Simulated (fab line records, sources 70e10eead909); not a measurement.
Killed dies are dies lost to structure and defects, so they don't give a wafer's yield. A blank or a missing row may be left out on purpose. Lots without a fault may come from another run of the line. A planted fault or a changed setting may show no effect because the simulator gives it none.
Problem report in the 8D (eight disciplines) form, filled by code | flow nand_harc | the parts of the form that need people (team, actions taken, sign-off) are left out

1. THE PROBLEM
killed_at_periphery at NHARC_END_SORT_01 reads a mean of 80.5 on 2 wafers of 2 lots; wafers without a fault read 3.7 with a standard deviation of 2.9. That is +26 standard deviations from the usual mean.
First seen on wafer L628.3, day 27 23:12, on prober-02. The record holds 9 wafers of 3 lots with a number at this step. Rule for "out", or "out of limits": more than 4 standard deviations from the usual mean. The other wafers with a number count as sound.

2. WHAT IT IS AND WHAT IT IS NOT
question                    | is                                                                                                  | is not
which readings at this step | killed_at_periphery, defect_limited_yield, killed_dies, sort_bin_3_pct, sort_n_pass, sort_yield_pct | killed_at_array, killed_at_other, killed_open, killed_short, sort_rim_yield_pct
which lots                  | L627, L628                                                                                          | L639
which wafers of those lots  | L627.4, L628.3                                                                                      | L627.2, L627.6, L628.1, L628.4
read on which gauges        | prober-01, prober-02                                                                                | -
when                        | from day 27 23:12                                                                                   | up to then (2 sound wafers); but 5 sound wafers of L627, L628, L639 came after

3. SUSPECTS, AND WHAT RULES EACH OUT
Counting: a tool at a process step up to the reading stays a suspect if it ran every lot that is out. Sound lots after the first of them don't rule it out here, since some wafers of a struck lot are sound.
- the gauge at NHARC_END_SORT_01: ruled out. The wafers that are out were read on 2 gauges (prober-01, prober-02).
- pecvd-02 at NHARC_P_BONDPAD_DEP_00 (deposits SiCN, target thk 250 nm): kept. It ran every lot that is out, first L627 (day 9 19:52).
- rie_si-01 at NHARC_THIN_TSV_ETCH_15 (target depth 3000 nm, bosch target overetch cycles 2, bosch etch step 2.8 s): kept. It ran every lot that is out, first L628 (day 27 07:25).
- rie_diel-02 at NHARC_THIN_TSV_DESCUM_35 (chemistry O2, time 3 s): kept. It ran every lot that is out, first L628 (day 27 12:44).
- Within pecvd-02 at NHARC_P_BONDPAD_DEP_00: the wafers that are out ran in chamber 0; their sound lot-mates ran in chambers 1, 2.
- Within rie_si-01 at NHARC_THIN_TSV_ETCH_15: the wafers that are out ran in chamber 0; their sound lot-mates ran in chambers 1, 2.
Left after counting: pecvd-02 at NHARC_P_BONDPAD_DEP_00, rie_si-01 at NHARC_THIN_TSV_ETCH_15, rie_diel-02 at NHARC_THIN_TSV_DESCUM_35.

4. THE CAUSE (what the simulator had put in)
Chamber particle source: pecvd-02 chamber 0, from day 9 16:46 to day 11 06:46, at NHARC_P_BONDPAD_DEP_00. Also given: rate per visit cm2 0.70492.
Counting left 3 suspects, and this tool is among them.

5. THE CHAIN OF EFFECTS, in route order
Each row: a reading whose mean over the struck wafers that have a number lies more than 3 standard deviations from the usual. Only readings for which the record gives a usual standard deviation are gone through. hours: the time from each lot's start at the first step in this table that gives one to its start at this step, as a median over the lots. sigmas: the change in usual standard deviations.
hours | step              | reading              | usual  | on struck wafers | change | sigmas
0     | NHARC_END_SORT_01 | defect_limited_yield | 91.4 % | 78.3             | -13.1  | -5.4
0     | NHARC_END_SORT_01 | killed_at_periphery  | 3.7    | 80.5             | +76.8  | +26
0     | NHARC_END_SORT_01 | killed_dies          | 58     | 146              | +88    | +5.5
0     | NHARC_END_SORT_01 | sort_bin_2_pct       | 3.1 %  | 9.2              | +6.1   | +5.5
0     | NHARC_END_SORT_01 | sort_bin_3_pct       | 0.6 %  | 3.2              | +2.6   | +7.9
0     | NHARC_END_SORT_01 | sort_bin_4_pct       | 4.9 %  | 9.2              | +4.3   | +3.1
0     | NHARC_END_SORT_01 | sort_n_pass          | 619    | 530              | -88    | -5.5
0     | NHARC_END_SORT_01 | sort_yield_pct       | 91.4 % | 78.3             | -13.1  | -5.4

6. WHAT WOULD HAVE CAUGHT IT SOONER
In this record the first reading out of limits at a measuring or inspecting step was taken at day 27 23:12, 438 hours after the fault began at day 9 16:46.
Of the tool readings at NHARC_P_BONDPAD_DEP_00 for which the record gives a usual standard deviation, none was out on any struck wafer, so an alarm limit of 4 standard deviations on them would not have fired.
All the lots that are out (2) had begun NHARC_P_BONDPAD_DEP_00 on pecvd-02 by day 27 23:12. A hold on the tool at that time would have spared none of them.
